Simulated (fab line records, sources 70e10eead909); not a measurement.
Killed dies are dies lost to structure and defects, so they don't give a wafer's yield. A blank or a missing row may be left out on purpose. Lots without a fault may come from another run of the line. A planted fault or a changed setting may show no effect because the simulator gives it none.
Chamber matching | flow nand_harc | NHARC_A_CONTACT_DESCUM_13 on rie_diel-04: 4 sister chambers
The step chemistry O2, time 3 s. 4 wafers are shown with their chamber, then 7 later ones without.

WAFERS WITH THEIR CHAMBER
wafer  | chamber | drypump_motor_current_A (A)
L079.2 | 3       | 5.5
L081.5 | 1       | 4.9
L089.3 | 2       | 6.0
L089.4 | 0       | 5.4

WAFERS WITHOUT THEIR CHAMBER
wafer  | drypump_motor_current_A (A)
L089.6 | 4.9
L091.1 | 4.8
L091.4 | 5.4
L091.5 | 6.0
L095.1 | 5.4
L095.4 | 6.0
L095.6 | 5.4

WHICH CHAMBER EACH WENT THROUGH
wafer  | from the rows above | in truth
L089.6 | 1                   | 1
L091.1 | 1                   | 1
L091.4 | 0                   | 0
L091.5 | 2                   | 2
L095.1 | 0                   | 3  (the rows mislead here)
L095.4 | 2                   | 2
L095.6 | 0                   | 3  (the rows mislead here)
Placed correctly: 5 of 7. Can't be placed from these rows: 0. Placed wrongly: 2.
How it was worked out, from the rows above alone: a wafer's distance from a chamber is the root of the sum, over the readings, of the square of ((its reading less the chamber's mean) divided by the reading's scatter). The wafer belongs to the nearest chamber; if the next one is less than 2 further off, it can't be placed. A chamber's mean is the mean of its shown wafers. The scatter: with one shown wafer a chamber, the root of the mean of the squares of how far each hidden wafer lies from its nearest shown one.
